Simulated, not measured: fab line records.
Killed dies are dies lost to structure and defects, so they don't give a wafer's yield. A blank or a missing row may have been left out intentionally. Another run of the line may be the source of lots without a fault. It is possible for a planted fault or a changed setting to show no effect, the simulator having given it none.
fab line records -- flow nand_harc -- part 2 of 2: steps 24 to 33 of 33
record lots=5, wafers=15, last_day=28
route steps=1302 shown A_STAIRCASE@655
lots that met no fault: taken from a fault-free run of the same line
start_h: start of the lot's first displayed wafer, in hours after the record's first day -- wait_h: time in hours since the lot's previous step -- " the same as in the row above -- L1.1+2: a row that stands for several wafers -- - no value present, or no start provided -- * or withheld: withheld -- < > ~ a bound
route shown NAME@n: names a module that has steps shown in the file, with the first one's number in the route -- usual: mean/standard deviation of fault-free wafers -- same: alike in all rows -- chamber/n: place in a boat -- sites: readings site by site -- _std_site: how widely they spread, as a standard deviation -- _edge_site: inner sites' mean taken away from outer sites' mean -- radius_mm: for every site, how far away it sits from the centre of the wafer -- mask NAME#n: copy n -- behind: the tool/chamber that last shaped the wafer -- hold: why the lot was held/for how many hours/how that ended -- device: whichever transistor did not switch (one of n, p or np) -- end of line: tests of these same wafers at the route's end -- a step without rows: its recipe alone -- killed: at the first sort, the dies lost to defects and structure; wafer yield is something else -- map: per-die view of a wafer (x killed, . not killed, _ where there is no die)
set.NAME: the setting the step ran with; set.NAME@STEP: the setting that earlier step ran with -- model.NAME: the simulator's own value behind a step, which no gauge read
a table for each step, a row for each wafer; lots at some steps of the route
services: when a tool's chamber went out of use (start_h, in hours from the record's first day, below 0 if earlier), for how many hours, and the reason
## steps
# step NHARC_A_STAIRCASE_ETCH_23
# recipe target_depth_a=1000, time_s=40.5, ion_energy_ev=400, c4f8_flow_sccm=20, o2_flow_sccm=10, ar_flow_sccm=withheld, rf_w=600, bias_w=1000, chemistry=C4F8/O2
# usual oes_product_au=0.944/0.012, rf_vpp_V=897/7
lot.wafer,tool,chamber,start_h,wait_h,oes_product_au,rf_hours_counter_h,rf_vpp_V
L077.1,rie_diel-01,1,-,-,0.932,8,892
L077.3,rie_diel-01,3,-,-,0.920,4,906
L077.5,rie_diel-01,0,-,-,0.922,-,892
L079.4,rie_diel-09,1,-,-,0.930,23,901
L079.5,rie_diel-09,1,-,-,0.939,-,901
L079.6,rie_diel-09,2,-,-,0.926,-,889
L082.4,rie_diel-01,3,-,-,0.954,12,905
L082.6,rie_diel-01,3,-,-,0.947,-,905
L082.5,rie_diel-01,0,-,-,0.953,-,890
L084.1,rie_diel-09,2,-,-,0.970,47,886
L084.4,rie_diel-09,3,-,-,0.958,47,903
L084.5,rie_diel-09,1,-,-,0.951,-,900
L086.3,rie_diel-01,1,-,-,0.946,30,891
L086.4,rie_diel-01,2,-,-,0.962,29,899
L086.6,rie_diel-01,3,-,-,0.922,-,906
# step NHARC_A_STAIRCASE_TRIM_24
# recipe time_s=211.2, o2_flow_sccm=500, ar_flow_sccm=0, bias_w=0, chemistry=O2
# usual drypump_motor_current_A=5.8/0.41, oes_product_au=0.999/0.0079, rf_vpp_V=57.7/0.91, showerhead_plenum_p_Torr=3.52/0.19, throttle_valve_pct=17.037/0.0092
lot.wafer,tool,chamber,start_h,wait_h,drypump_motor_current_A,oes_product_au,rf_hours_counter_h,rf_vpp_V,showerhead_plenum_p_Torr,throttle_valve_pct
L077.1,rie_diel-01,1,-,-,5.8,0.985,9,58.7,3.39,17.043
L077.3,rie_diel-01,0,-,-,5.4,0.989,7,56.8,3.43,17.050
L077.5,rie_diel-01,1,-,-,5.8,0.988,-,55.6,3.39,17.037
L079.4,rie_diel-09,3,-,-,5.6,0.998,28,58.2,3.79,17.036
L079.6,rie_diel-09,2,-,-,6.0,0.992,-,56.9,3.32,17.029
L079.5,rie_diel-09,3,-,-,5.6,1.005,-,58.8,3.79,17.041
L082.4,rie_diel-01,3,-,-,6.8,0.995,12,57.2,3.80,17.020
L082.5,rie_diel-01,3,-,-,6.8,0.997,-,57.8,3.80,17.028
L082.6,rie_diel-01,0,-,-,5.3,0.991,-,56.9,3.42,17.042
L084.4,rie_diel-09,1,-,-,5.9,1.004,41,58.7,3.66,17.061
L084.1,rie_diel-09,0,-,-,5.9,0.997,43,58.0,3.26,17.031
L084.5,rie_diel-09,1,-,-,5.9,0.999,-,58.0,3.66,17.032
L086.4,rie_diel-01,2,-,-,5.9,1.020,29,57.6,3.61,17.034
L086.3,rie_diel-01,0,-,-,5.4,1.000,27,56.8,3.42,17.033
L086.6,rie_diel-01,2,-,-,5.9,1.003,-,57.8,3.61,17.021
# step NHARC_A_STAIRCASE_ETCH_25
# recipe target_depth_a=1000, time_s=40.5, ion_energy_ev=400, c4f8_flow_sccm=20, o2_flow_sccm=10, ar_flow_sccm=withheld, rf_w=600, bias_w=1000, chemistry=C4F8/O2
# usual oes_product_au=0.944/0.0089, rf_vpp_V=896/7.1
lot.wafer,tool,chamber,start_h,wait_h,oes_product_au,rf_hours_counter_h,rf_vpp_V
L077.3,rie_diel-01,0,-,-,0.953,7,891
L077.1,rie_diel-01,1,-,-,0.941,9,890
L077.5,rie_diel-01,1,-,-,0.949,-,892
L079.4,rie_diel-09,1,-,-,0.954,23,901
L079.6,rie_diel-09,2,-,-,0.951,-,888
L079.5,rie_diel-09,3,-,-,0.933,-,906
L082.4,rie_diel-01,3,-,-,0.943,12,905
L082.6,rie_diel-01,2,-,-,0.954,-,899
L082.5,rie_diel-01,3,-,-,0.944,-,907
L084.4,rie_diel-09,2,-,-,0.949,47,889
L084.1,rie_diel-09,3,-,-,0.948,47,905
L084.5,rie_diel-09,3,-,-,0.955,-,905
L086.4,rie_diel-01,0,-,-,0.953,27,891
L086.3,rie_diel-01,2,-,-,0.947,29,898
L086.6,rie_diel-01,1,-,-,0.946,-,889
# step NHARC_A_STAIRCASE_TRIM_26
# recipe time_s=211.2, o2_flow_sccm=500, ar_flow_sccm=0, bias_w=0, chemistry=O2
# usual drypump_motor_current_A=5.8/0.43, oes_product_au=0.998/0.0079, rf_vpp_V=57.8/0.95, showerhead_plenum_p_Torr=3.54/0.2, throttle_valve_pct=17.036/0.008
lot.wafer,tool,chamber,start_h,wait_h,drypump_motor_current_A,oes_product_au,rf_hours_counter_h,rf_vpp_V,showerhead_plenum_p_Torr,throttle_valve_pct
L077.1,rie_diel-01,3,-,-,6.8,1.009,6,59.6,3.80,17.032
L077.3,rie_diel-01,1,-,-,5.8,0.992,9,57.6,3.39,17.047
L077.5,rie_diel-01,3,-,-,6.8,0.993,-,59.4,3.80,17.026
L079.4,rie_diel-09,3,-,-,5.6,1.007,29,56.7,3.79,17.018
L079.6,rie_diel-09,2,-,-,6.0,1.013,-,56.4,3.32,17.025
L079.5,rie_diel-09,3,-,-,5.6,1.006,-,57.8,3.79,17.029
L082.4,rie_diel-01,1,-,-,5.8,0.993,19,55.9,3.39,17.049
L082.6,rie_diel-01,3,-,-,6.8,0.994,-,57.4,3.80,17.035
L082.5,rie_diel-01,0,-,-,5.4,0.986,-,57.8,3.42,17.039
L084.4,rie_diel-09,3,-,-,5.6,0.992,47,59.4,3.78,17.034
L084.1,rie_diel-09,0,-,-,5.9,0.994,43,56.7,3.26,17.038
L084.5,rie_diel-09,2,-,-,6.0,1.001,-,57.4,3.31,17.024
L086.3,rie_diel-01,0,-,-,5.4,0.990,27,55.6,3.42,17.045
L086.4,rie_diel-01,2,-,-,5.9,1.004,29,57.6,3.61,17.045
L086.6,rie_diel-01,1,-,-,5.8,0.982,-,56.7,3.38,17.030
# step NHARC_A_STAIRCASE_ETCH_27
# recipe target_depth_a=1000, time_s=40.5, ion_energy_ev=400, c4f8_flow_sccm=20, o2_flow_sccm=10, ar_flow_sccm=withheld, rf_w=600, bias_w=1000, chemistry=C4F8/O2
# usual oes_product_au=0.943/0.009, rf_vpp_V=896/7.2
lot.wafer,tool,chamber,start_h,wait_h,oes_product_au,rf_hours_counter_h,rf_vpp_V
L077.3,rie_diel-01,2,-,-,0.947,8,900
L077.1,rie_diel-01,0,-,-,0.936,7,893
L077.5,rie_diel-01,1,-,-,0.950,-,890
L079.4,rie_diel-09,2,-,-,0.944,25,889
L079.6,rie_diel-09,3,-,-,0.937,-,904
L079.5,rie_diel-09,0,-,-,0.944,-,887
L082.4,rie_diel-01,0,-,-,0.944,18,893
L082.6,rie_diel-01,0,-,-,0.934,-,892
L082.5,rie_diel-01,1,-,-,0.948,-,892
L084.1,rie_diel-09,0,-,-,0.957,43,886
L084.4,rie_diel-09,2,-,-,0.952,47,888
L084.5,rie_diel-09,0,-,-,0.948,-,887
L086.3,rie_diel-01,0,-,-,0.929,27,891
L086.4,rie_diel-01,2,-,-,0.952,29,900
L086.6,rie_diel-01,3,-,-,0.945,-,906
# step NHARC_A_STAIRCASE_STRIP_175
# recipe power_w=1500, temp_c=250, chemistry=O2
# usual drypump_motor_current_A=6.09/0.15, heater_power_w=314/22
lot.wafer,tool,chamber,start_h,wait_h,drypump_motor_current_A,heater_power_w,rf_hours_counter_h
L077.1,plasma_asher-02,1,399.87,0.1,5.89,323,30
L077.3,plasma_asher-02,1,399.87,0.1,5.89,324,-
L077.5,plasma_asher-02,0,399.87,0.1,5.98,342,-
L079.4,plasma_asher-01,0,403.79,0.2,6.18,321,-
L079.5,plasma_asher-01,1,403.79,0.2,6.25,296,-
L079.6,plasma_asher-01,0,403.79,0.2,6.19,318,-
L082.4,plasma_asher-02,0,438.52,0.2,5.98,355,-
L082.5,plasma_asher-02,0,438.52,0.2,5.98,346,-
L082.6,plasma_asher-02,1,438.52,0.2,5.90,303,-
L084.1,plasma_asher-02,1,465.55,0.1,5.88,297,6
L084.4,plasma_asher-02,1,465.55,0.1,5.90,301,-
L084.5,plasma_asher-02,1,465.55,0.1,5.89,297,-
L086.3,plasma_asher-01,0,476.43,0.2,6.20,314,-
L086.4,plasma_asher-01,1,476.43,0.2,6.27,285,-
L086.6,plasma_asher-01,1,476.43,0.2,6.30,289,-
# step NHARC_A_STAIRCASE_STRIP_148
# recipe time_s=900, temp_c=130, chemistry=SPM
lot.wafer,tool,chamber,start_h,wait_h
L077.1+5+3,wet_bench-07,"7,2,3",400.17,0.3
L079.6+4+5,wet_bench-07,"3,4,5",404.02,0.1
L082.4+6+5,wet_bench-06,"1,4,5",438.79,0.2
L084.4+1+5,wet_bench-06,"3,5,6",465.85,0.2
L086.4+6+3,wet_bench-06,"2,5,6",476.69,0.2
# step NHARC_A_STAIRCASE_PRECLEAN_149
# recipe time_s=*, temp_c=50, bath_age_min=0, chemistry=SC1
lot.wafer,tool,chamber,start_h,wait_h
L077.1+5+3,wet_bench-07,"7,2,3",-,-
L079.6+4+5,wet_bench-07,"3,4,5",-,-
L082.4+6+5,wet_bench-06,"1,4,5",-,-
L084.4+1+5,wet_bench-06,"3,5,6",-,-
L086.4+6+3,wet_bench-06,"2,5,6",-,-
# step NHARC_A_STAIRCASE_SRD_150
lot.wafer,tool,chamber,start_h,wait_h
L077.1+5+3,wet_bench-07,"7,2,3",-,-
L079.6+4+5,wet_bench-07,"3,4,5",-,-
L082.4+6+5,wet_bench-06,"1,4,5",-,-
L084.4+1+5,wet_bench-06,"3,5,6",-,-
L086.4+6+3,wet_bench-06,"2,5,6",-,-
# step NHARC_A_STAIRCASE_DEHYDRATE_176
# recipe temp_c=150, time_s=120
lot.wafer,tool,chamber,start_h,wait_h
L077.1+3+5,litho_track-05,0,400.62,-
L079.4+5+6,litho_track-07,0,404.45,-
L082.4+5+6,litho_track-02,0,439.23,-
L084.1+4+5,litho_track-02,0,466.30,-
L086.3+4+6,litho_track-02,0,477.14,-
## services
tool,chamber,start_h,hours,kind
rie_diel-09,0,378.23,-,clean
rie_diel-09,1,378.23,-,clean
rie_diel-09,2,378.23,-,clean
rie_diel-09,3,378.23,-,clean
rie_diel-01,-,380.93,9.0,pm
wet_bench-02,-,388.31,2.4,repair
krf_scanner-03,-,396.52,4.0,pm
plasma_asher-02,-,401.61,4.9,repair
litho_track-02,-,402.00,7.0,pm
rie_diel-09,0,402.78,-,clean
rie_diel-09,1,402.78,-,clean
rie_diel-09,2,402.78,-,clean
rie_diel-09,1,404.93,4.2,repair
krf_scanner-04,-,416.49,34.7,repair
rie_diel-01,3,419.12,9.8,repair
wet_bench-02,-,420.00,8.0,pm
rie_diel-04,0,422.55,17.5,repair
litho_track-07,-,426.00,7.0,pm
plasma_asher-02,-,426.00,9.0,pm
rie_diel-09,-,442.47,0.2,repair
rie_diel-01,0,458.27,3.5,repair
rie_diel-04,1,460.53,6.7,repair
litho_track-05,-,474.00,7.0,pm
krf_scanner-03,-,476.37,1.7,repair
